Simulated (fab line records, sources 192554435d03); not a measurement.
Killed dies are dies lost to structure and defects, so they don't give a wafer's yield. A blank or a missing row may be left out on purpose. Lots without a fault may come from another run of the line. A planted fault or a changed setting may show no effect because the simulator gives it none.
fab line records | flow n5_finfet
record lots=4 wafers=12 last_day=19
route steps=1938 shown BEOL_M3@965 BEOL_M4@1111 PASSIVATION@1936
lots that met no fault: from a run of the same line without faults
start_h: hours from the record's first day to the start of the lot's first wafer shown | wait_h: hours since the lot's step before | " the same as in the row above | L1.1+2: a row that stands for several wafers | - no value, or no start given | * or withheld: withheld | < > ~ a bound
route shown NAME@n: a module of which the file shows steps, and the number in the route of the first | usual: mean/standard deviation of fault-free wafers | same: alike in all rows | chamber/n: place in a boat | sites: the reading at each site | _std_site: their standard deviation | _edge_site: outer sites' mean less inner sites' | radius_mm: how far each site lies from the wafer's centre | mask NAME#n: copy n | behind: the tool/chamber that last shaped the wafer | hold: why the lot was held/for how many hours/how that ended | device: the transistor (n, p or np) that didn't switch | end of line: the same wafers' tests at the end of the route | a step without rows: its recipe alone | killed: dies lost to structure and defects at the first sort, not the wafer's yield | map: a wafer's dies, x killed, . not, _ none there
set.NAME: the setting as run; set.NAME@STEP: as run at that earlier step | model.NAME: the simulator's own value behind a step, which no gauge read
lots at some steps of the route; a table a step, a row a wafer
services: from which hour (start_h, from the record's first day; less than 0 if before it) a tool's chamber was out of use, for how many hours, and why
## steps
# step N5_BEOL_M3_DEVELOP_27
# recipe develop_time_s=30 developer=TMAH resist=CAR-EUV rinse_liquid=surfactant_rinse dry=air_spin dev_temp_c=23
# step N5_BEOL_M3_DESCUM_33
# recipe chemistry=O2 time_s=7 source_power_w=50 bias_power_w=20 pressure_mtorr=20 rf_frequency_hz=2.712e+07 temp_c=40 resist=CAR-EUV o2_flow_sccm=225
# step N5_BEOL_M3_ETCH_77
# recipe chemistry=N2/H2 target=underlayer target_depth_a=65 mask_material=CAR-EUV time_s=5.2 ion_energy_ev=200 pressure_mtorr=30 source_w=840 bias_w=150 n2_flow_sccm=200 h2_flow_sccm=200 ends=cleared
# step N5_BEOL_M3_ETCH_69
# recipe chemistry=CF4 target=SiARC target_depth_a=156 mask_material=CAR-EUV time_s=26 ion_energy_ev=80 pressure_mtorr=40 source_w=545 bias_w=36 Ar_flow_sccm=100 cf4_flow_sccm=100 ends=cleared
# step N5_BEOL_M3_ALD_98
# recipe material=SiO2 target_thk_a=25 temp_c=100 ald_precursor_family=BDEAS ald_co_reactant=O2-plasma pulse_time_s=1 co_reactant_pulse_time_s=1 purge_time_s=2 co_reactant_purge_time_s=2 ald_cycles=17 pressure_torr=2
# step N5_BEOL_M3_ETCHBACK_99
# recipe chemistry=CHF3 target=SiO2 target_depth_a=50 time_s=10.4 source_w=215 bias_w=47 Ar_flow_sccm=200 CHF3_flow_sccm=12 ion_energy_ev=100 pressure_mtorr=30
# step N5_BEOL_M3_ETCH_70
# recipe chemistry=N2/H2 target=SOC target_depth_a=800 overetch_a=160 mask_material=SiARC temp_c=40 time_s=120 ion_energy_ev=200 pressure_mtorr=30 source_w=840 bias_w=150 n2_flow_sccm=200 h2_flow_sccm=200
# step N5_BEOL_M3_STRIP_71
# recipe chemistry=N2/H2 temp_c=40 n2_flow_sccm=200 h2_flow_sccm=200 rf_frequency_hz=6e+07
# step N5_BEOL_M3_STRIP_78
# recipe chemistry=N2/H2 temp_c=40 n2_flow_sccm=200 h2_flow_sccm=200 rf_frequency_hz=6e+07
# step N5_BEOL_M3_VIA_ETCH_34
# recipe chemistry=C4F6/O2 target_depth_a=694 mask_material=SOC pressure_mtorr=15 ion_energy_ev=250 taper_deg=4 time_s=65.9 source_w=350 bias_w=170 Ar_flow_sccm=300 C4F6_flow_sccm=10 O2_flow_sccm=10
# usual C4F6_flow_sccm=9.997/0.029 O2_flow_sccm=10.00/0.031 bias_w=170.0/0.51 drypump_motor_current_A=5.8/0.5 oes_product_au=0.76/0.069 rf_vpp_V=669/10 showerhead_plenum_p_Torr=2.85/0.091 throttle_valve_pct=30.92/0.29 time_s=65.9/0
# columns lot.wafer tool chamber start_h wait_h C4F6_flow_sccm O2_flow_sccm bias_w drypump_motor_current_A oes_product_au rf_hours_counter_h rf_vpp_V showerhead_plenum_p_Torr throttle_valve_pct time_s model.SOC_of_BEOL_M3_COAT_67.thk_nm model.SiARC_of_BEOL_M3_COAT_68.thk_nm
L274.1 rie_diel-04 0 160.35 0.0 10.000 9.99 169.2 5.9 0.70 210 679 2.95 30.83 65.9 52.2 0
L274.4 " 1 " " 10.009 10.01 169.4 6.1 0.78 - 668 2.74 31.05 65.9 52 0
L274.6 " 3 " " 9.966 10.00 169.5 5.9 0.75 - 681 2.84 30.94 65.9 52.2 0
L285.2 rie_diel-04 3 263.88 0.0 - - - - - - - - - - 60 6.2
L285.4 " 0 " " - - - - - - - - - - 60.2 6.4
L285.6 " 0 " " - - - - - - - - - - 60 6.4
L288.2 rie_diel-01 1 267.13 0.0 - - - - - - - - - - 59.8 6.4
L288.4 " 3 " " - - - - - - - - - - 59.8 6
L288.5 " 2 " " - - - - - - - - - - 59.8 6.6
L296.2 rie_diel-01 0 319.56 0.0 9.998 9.94 170.8 6.2 0.86 41 679 2.78 30.22 65.9 52.2 0
L296.4 " 3 " " 9.996 10.08 170.4 6.2 0.73 211 667 2.94 30.69 65.9 52 0
L296.5 " 3 " " 10.008 10.02 169.8 6.2 0.73 - 668 2.94 30.67 65.9 52.2 0
# step N5_BEOL_M3_STRIP_83
# recipe chemistry=C4F6/O2 resist=SiARC rf_frequency_hz=6e+07
# step N5_BEOL_M4_RC_MEAS_101
# usual DIBL_N=36.0/1.6 DIBL_P=35.8/2 IOFF_N=0.152/0.03 IOFF_P=0.20/0.031 ION_N=670/12 ION_P=459/7.4 SS_N=71.5/0.56 SS_P=73.2/0.64 VT_N=251/3.5 VT_P=-252/3.3
# columns lot.wafer tool chamber start_h wait_h DIBL_N[mV/V] DIBL_P[mV/V] IOFF_N[nA/um] IOFF_P[nA/um] ION_N[uA/um] ION_P[uA/um] SS_N[mV/dec] SS_P[mV/dec] VT_N[mV] VT_P[mV]
L274.1 prober-02 0 203.67 0.0 35.3 33.7 0.129 0.17 662 457 71.2 72.3 254 -255
L274.4 " 0 " " 36.3 34.5 0.146 0.18 672 459 71.9 72.6 253 -252
L274.6 " 0 " " 37.2 35.6 0.158 0.21 677 464 71.4 72.8 251 -251
L296.2 prober-02 0 347.50 0.2 35.4 35.4 0.139 0.17 673 456 71.5 73.4 251 -254
L296.4 " 0 " " 36.3 36.9 0.164 0.20 669 458 72.8 73.4 249 -254
L296.5 " 0 " " 34.5 35.0 0.131 0.18 656 457 71.9 72.6 251 -253
# step N5_PASSIVATION_PROBE_49
# usual defect_limited_yield=91.6/1.4 killed_at_M0_to_M3=33/10 killed_at_M4_up=13/5.3 killed_at_contacts=13/5.9 killed_at_front_end=36/12 killed_at_other=4/3.1 killed_dies=99/16 killed_on_rim=13/4.2 killed_open=65/13 killed_short=32/7.3 sort_bin_5_function=4.9/0.9 sort_bin_6_memory=3.1/0.66 sort_n_pass=1081/17 sort_yield_pct=91.6/1.4
# same gross_dies=1180 killed_at_back_side=0 sort_bin_4_leakage[%]=0 sort_bin_8_speed[%]=0
# columns lot.wafer tool chamber start_h wait_h defect_limited_yield[%] killed_at_M0_to_M3 killed_at_M4_up killed_at_contacts killed_at_front_end killed_at_other killed_dies killed_on_rim killed_open killed_short sort_bin_5_function[%] sort_bin_6_memory[%] sort_n_pass sort_yield_pct[%]
L285.2 prober-02 - 385.25 0.1 0 1139 7 2 30 2 1180 152 44 20 97.4 2.2 0 0
L285.4 prober-02 - 385.35 0.2 0 1134 11 4 26 5 1180 152 49 27 97.8 1.9 0 0
L285.6 prober-02 - 385.45 0.3 0 1115 5 9 44 7 1180 152 54 32 97.0 2.6 0 0
L288.2 prober-02 - 391.42 0.1 0 1142 5 2 30 1 1180 152 46 12 98.1 1.8 0 0
L288.4 prober-02 - 391.52 0.2 0 1119 3 18 36 4 1180 152 58 36 96.8 3.1 0 0
L288.5 prober-02 - 391.57 0.2 0 1114 8 19 35 4 1180 152 57 39 96.4 3.3 0 0
# killed by level:class
L285.2 BEOL_M3:area_etch=1116 FIN_SAQP:geometric_particle:short=7 BEOL_M0_SAQP:geometric_particle:short=6 FIN_SAQP:geometric_particle:open=5 STI_FIN_REVEAL:geometric_particle:open=5 DUMMY_GATE:geometric_particle:open=5 BEOL_M0_SAQP:geometric_particle:open=5 BEOL_M2:geometric_particle:open=4
L285.4 BEOL_M3:area_etch=1104 BEOL_M4:geometric_particle:open=10 FIN_SAQP:geometric_particle:short=9 BEOL_M2:geometric_particle:open=7 BEOL_M3:geometric_particle:open=7 BEOL_M0_SAQP:geometric_particle:open=6 FIN_SAQP:geometric_particle:open=5 BEOL_M3:geometric_particle:short=4
L285.6 BEOL_M3:area_etch=1094 STI_FIN_REVEAL:geometric_particle:open=9 FIN_SAQP:geometric_particle:open=8 GATE_CUT:geometric_particle:short=6 MOL_CONTACT_COAG:geometric_particle:open=6 BEOL_M0_SAQP:geometric_particle:short=6 FIN_SAQP:geometric_particle:short=5 GATE_CUT:geometric_particle:open=5
L288.2 BEOL_M3:area_etch=1122 STI_FIN_REVEAL:geometric_particle:open=12 FIN_SAQP:geometric_particle:open=6 BEOL_M1:geometric_particle:open=6 BEOL_M0_SAQP:geometric_particle:open=5 BEOL_M3:geometric_particle:open=4 FIN_SAQP:geometric_particle:short=3 BEOL_M2:geometric_particle:open=3
L288.4 BEOL_M3:area_etch=1086 MOL_CONTACT_COAG:geometric_particle:open=12 BEOL_M3:geometric_particle:open=9 GATE_CUT:geometric_particle:short=6 MOL_CONTACT_COAG:geometric_particle:short=6 BEOL_M0_SAQP:geometric_particle:open=6 BEOL_M1:geometric_particle:open=6 FIN_SAQP:geometric_particle:short=5
L288.5 BEOL_M3:area_etch=1083 MOL_CONTACT_COAG:geometric_particle:open=13 STI_FIN_REVEAL:geometric_particle:open=11 BEOL_M1:geometric_particle:open=9 BEOL_M0_SAQP:geometric_particle:short=7 FIN_SAQP:geometric_particle:short=6 MOL_CONTACT_COAG:geometric_particle:short=6 BEOL_M0_SAQP:geometric_particle:open=6
# map L285.2 (x killed, . not)
_________________xxxxxxxxxxxx________________
______________xxxxxxxxxxxxxxxxxx_____________
___________xxxxxxxxxxxxxxxxxxxxxxxx__________
__________xxxxxxxxxxxxxxxxxxxxxxxxxx_________
________xxxxxxxxxxxxxxxxxxxxxxxxxxxxxx_______
_______xxxxxxxxxxxxxxxxxxxxxxxxxxxxxxxx______
______xxxxxxxxxxxxxxxxxxxxxxxxxxxxxxxxxx_____
_____xxxxxxxxxxxxxxxxxxxxxxxxxxxxxxxxxxxx____
____xxxxxxxxxxxxxxxxxxxxxxxxxxxxxxxxxxxxxx___
___xxxxxxxxxxxxxxxxxxxxxxxxxxxxxxxxxxxxxxxx__
___xxxxxxxxxxxxxxxxxxxxxxxxxxxxxxxxxxxxxxxx__
__xxxxxxxxxxxxxxxxxxxxxxxxxxxxxxxxxxxxxxxxxx_
__xxxxxxxxxxxxxxxxxxxxxxxxxxxxxxxxxxxxxxxxxx_
_xxxxxxxxxxxxxxxxxxxxxxxxxxxxxxxxxxxxxxxxxxxx
_xxxxxxxxxxxxxxxxxxxxxxxxxxxxxxxxxxxxxxxxxxxx
_xxxxxxxxxxxxxxxxxxxxxxxxxxxxxxxxxxxxxxxxxxxx
_xxxxxxxxxxxxxxxxxxxxxxxxxxxxxxxxxxxxxxxxxxxx
_xxxxxxxxxxxxxxxxxxxxxxxxxxxxxxxxxxxxxxxxxxxx
_xxxxxxxxxxxxxxxxxxxxxxxxxxxxxxxxxxxxxxxxxxxx
_xxxxxxxxxxxxxxxxxxxxxxxxxxxxxxxxxxxxxxxxxxxx
_xxxxxxxxxxxxxxxxxxxxxxxxxxxxxxxxxxxxxxxxxxxx
__xxxxxxxxxxxxxxxxxxxxxxxxxxxxxxxxxxxxxxxxxx_
__xxxxxxxxxxxxxxxxxxxxxxxxxxxxxxxxxxxxxxxxxx_
___xxxxxxxxxxxxxxxxxxxxxxxxxxxxxxxxxxxxxxxx__
___xxxxxxxxxxxxxxxxxxxxxxxxxxxxxxxxxxxxxxxx__
____xxxxxxxxxxxxxxxxxxxxxxxxxxxxxxxxxxxxxx___
_____xxxxxxxxxxxxxxxxxxxxxxxxxxxxxxxxxxxx____
______xxxxxxxxxxxxxxxxxxxxxxxxxxxxxxxxxx_____
_______xxxxxxxxxxxxxxxxxxxxxxxxxxxxxxxx______
________xxxxxxxxxxxxxxxxxxxxxxxxxxxxxx_______
__________xxxxxxxxxxxxxxxxxxxxxxxxxx_________
___________xxxxxxxxxxxxxxxxxxxxxxxx__________
______________xxxxxxxxxxxxxxxxxx_____________
_________________xxxxxxxxxxxx________________
# map L288.2 (x killed, . not)
_________________xxxxxxxxxxxx________________
______________xxxxxxxxxxxxxxxxxx_____________
___________xxxxxxxxxxxxxxxxxxxxxxxx__________
__________xxxxxxxxxxxxxxxxxxxxxxxxxx_________
________xxxxxxxxxxxxxxxxxxxxxxxxxxxxxx_______
_______xxxxxxxxxxxxxxxxxxxxxxxxxxxxxxxx______
______xxxxxxxxxxxxxxxxxxxxxxxxxxxxxxxxxx_____
_____xxxxxxxxxxxxxxxxxxxxxxxxxxxxxxxxxxxx____
____xxxxxxxxxxxxxxxxxxxxxxxxxxxxxxxxxxxxxx___
___xxxxxxxxxxxxxxxxxxxxxxxxxxxxxxxxxxxxxxxx__
___xxxxxxxxxxxxxxxxxxxxxxxxxxxxxxxxxxxxxxxx__
__xxxxxxxxxxxxxxxxxxxxxxxxxxxxxxxxxxxxxxxxxx_
__xxxxxxxxxxxxxxxxxxxxxxxxxxxxxxxxxxxxxxxxxx_
_xxxxxxxxxxxxxxxxxxxxxxxxxxxxxxxxxxxxxxxxxxxx
_xxxxxxxxxxxxxxxxxxxxxxxxxxxxxxxxxxxxxxxxxxxx
_xxxxxxxxxxxxxxxxxxxxxxxxxxxxxxxxxxxxxxxxxxxx
_xxxxxxxxxxxxxxxxxxxxxxxxxxxxxxxxxxxxxxxxxxxx
_xxxxxxxxxxxxxxxxxxxxxxxxxxxxxxxxxxxxxxxxxxxx
_xxxxxxxxxxxxxxxxxxxxxxxxxxxxxxxxxxxxxxxxxxxx
_xxxxxxxxxxxxxxxxxxxxxxxxxxxxxxxxxxxxxxxxxxxx
_xxxxxxxxxxxxxxxxxxxxxxxxxxxxxxxxxxxxxxxxxxxx
__xxxxxxxxxxxxxxxxxxxxxxxxxxxxxxxxxxxxxxxxxx_
__xxxxxxxxxxxxxxxxxxxxxxxxxxxxxxxxxxxxxxxxxx_
___xxxxxxxxxxxxxxxxxxxxxxxxxxxxxxxxxxxxxxxx__
___xxxxxxxxxxxxxxxxxxxxxxxxxxxxxxxxxxxxxxxx__
____xxxxxxxxxxxxxxxxxxxxxxxxxxxxxxxxxxxxxx___
_____xxxxxxxxxxxxxxxxxxxxxxxxxxxxxxxxxxxx____
______xxxxxxxxxxxxxxxxxxxxxxxxxxxxxxxxxx_____
_______xxxxxxxxxxxxxxxxxxxxxxxxxxxxxxxx______
________xxxxxxxxxxxxxxxxxxxxxxxxxxxxxx_______
__________xxxxxxxxxxxxxxxxxxxxxxxxxx_________
___________xxxxxxxxxxxxxxxxxxxxxxxx__________
______________xxxxxxxxxxxxxxxxxx_____________
_________________xxxxxxxxxxxx________________
## services
# columns tool chamber start_h hours kind
rie_diel-01 3 139.01 5.3 repair
rie_diel-04 2 153.49 7.9 repair
rie_diel-01 0 162.16 - clean
rie_diel-01 0 162.16 - consumable_replace:focus_ring
rie_diel-01 0 162.16 22.8 scheduled_down
rie_diel-01 0 162.16 22.8 vent_cycle
rie_diel-04 2 172.44 - clean
rie_diel-04 2 172.44 - consumable_replace:focus_ring
rie_diel-04 2 172.44 14.8 scheduled_down
rie_diel-04 2 172.44 14.8 vent_cycle
rie_diel-01 3 175.59 15.8 repair
rie_diel-04 2 200.78 4.9 repair
rie_diel-04 0 210.17 13.3 repair
rie_diel-01 3 288.09 4.2 repair
rie_diel-04 0 309.05 - clean
rie_diel-04 0 309.05 - consumable_replace:focus_ring
rie_diel-04 0 309.05 30.9 scheduled_down
rie_diel-04 0 309.05 30.9 vent_cycle
## key
first_sign step=N5_BEOL_M3_VIA_ETCH_34 reading=tool_record direction=missing
effect step=N5_PASSIVATION_PROBE_49 reading=killed_at_M0_to_M3 direction=up sigmas=99+ usual=33 struck=1127
model_effect step=N5_BEOL_M3_VIA_ETCH_34 value=SOC_of_BEOL_M3_COAT_67.thk_nm without=51.97 struck=59.93
more_kills_born_at N5_BEOL_M3_VIA_ETCH_34@rie_diel-04=3314 N5_BEOL_M3_VIA_ETCH_34@rie_diel-01=3291
met_at N5_BEOL_M3_VIA_ETCH_34
struck_wafers L285.2,L285.4,L285.6,L288.2,L288.4,L288.5
later_rows_left_out L285.2,L285.4,L285.6,L288.2,L288.4,L288.5
onset_between 160.35 263.88
fault kind=skipped_step_whole tool=rie_diel-01,rie_diel-04 chamber=- onset_h=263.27 steps=N5_BEOL_M3_VIA_ETCH_34 scope=struck_lots_only
# later_rows_left_out: the simulator's readings of these wafers behind a module that went badly wrong aren't trusted and aren't shown, but for the sort
